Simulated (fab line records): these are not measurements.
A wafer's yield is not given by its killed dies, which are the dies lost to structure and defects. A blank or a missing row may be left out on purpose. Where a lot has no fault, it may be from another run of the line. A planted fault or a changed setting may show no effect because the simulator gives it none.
Chamber matching :: flow nand-harc :: NHARC_A_CHANNEL_FILL_D2_ALD_25 on ald-hk-03 has 4 sister chambers
The step deposits SiOx, target thk 60 nm, pulse time 10 s, ald cycles 600. 8 wafers are shown with their chamber, then 12 later ones without.

== WAFERS WITH THEIR CHAMBER ==
wafer: L076.3
chamber: 3
heater-power-w (W): 483
precursor-pulse-height-rel: 0.990

wafer: L078.6
chamber: 3
heater-power-w (W): 478
precursor-pulse-height-rel: 1.007

wafer: L083.1
chamber: 1
heater-power-w (W): 467
precursor-pulse-height-rel: 0.989

wafer: L088.4
chamber: 0
heater-power-w (W): 448
precursor-pulse-height-rel: 1.006

wafer: L088.6
chamber: 1
heater-power-w (W): 480
precursor-pulse-height-rel: 0.992

wafer: L089.1
chamber: 2
heater-power-w (W): 540
precursor-pulse-height-rel: 1.041

wafer: L089.3
chamber: 0
heater-power-w (W): 444
precursor-pulse-height-rel: 1.025

wafer: L089.6
chamber: 2
heater-power-w (W): 531
precursor-pulse-height-rel: 0.983

== WAFERS WITH NO CHAMBER GIVEN ==
wafer: L090.2
heater-power-w (W): 493
precursor-pulse-height-rel: 0.995

wafer: L090.4
heater-power-w (W): 475
precursor-pulse-height-rel: 1.021

wafer: L090.5
heater-power-w (W): 451
precursor-pulse-height-rel: 0.975

wafer: L090.1
heater-power-w (W): 452
precursor-pulse-height-rel: 1.032

wafer: L090.3
heater-power-w (W): 534
precursor-pulse-height-rel: 1.009

wafer: L090.6
heater-power-w (W): 502
precursor-pulse-height-rel: 1.005

wafer: L094.3
heater-power-w (W): 528
precursor-pulse-height-rel: 0.982

wafer: L094.5
heater-power-w (W): 533
precursor-pulse-height-rel: 0.987

wafer: L094.6
heater-power-w (W): 447
precursor-pulse-height-rel: 1.011

wafer: L095.1
heater-power-w (W): 502
precursor-pulse-height-rel: 0.988

wafer: L095.2
heater-power-w (W): 476
precursor-pulse-height-rel: 1.011

wafer: L095.3
heater-power-w (W): 432
precursor-pulse-height-rel: 0.993

== WHICH CHAMBER EACH WENT THROUGH ==
wafer: L090.2
from the rows above: can't be placed: 3 or 1
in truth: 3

wafer: L090.4
from the rows above: can't be placed: 3 or 1
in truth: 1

wafer: L090.5
from the rows above: can't be placed: 0 or 1
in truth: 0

wafer: L090.1
from the rows above: 0
in truth: 0

wafer: L090.3
from the rows above: 2
in truth: 2

wafer: L090.6
from the rows above: can't be placed: 3 or 1 or 2
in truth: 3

wafer: L094.3
from the rows above: 2
in truth: 2

wafer: L094.5
from the rows above: 2
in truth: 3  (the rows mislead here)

wafer: L094.6
from the rows above: 0
in truth: 0

wafer: L095.1
from the rows above: can't be placed: 3 or 1
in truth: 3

wafer: L095.2
from the rows above: can't be placed: 3 or 1
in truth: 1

wafer: L095.3
from the rows above: 0
in truth: 0
5 of 12 placed correctly. Not placeable from these rows: 6 (in 6, the candidates include the true chamber). 1 placed wrongly.
How it was worked out, from the rows above alone: a wafer's distance from a chamber is the root of the sum, over the readings, of the square of ((its reading less the chamber's mean) divided by the reading's scatter). The wafer belongs to the nearest chamber; if the next one is less than 2 further off, it can't be placed. Each chamber's mean is taken over the wafers shown for it. How the scatter is found: for the shown wafers, subtract from each reading the mean of its chamber, square and add these, divide the total by (wafers less chambers), then take the root.
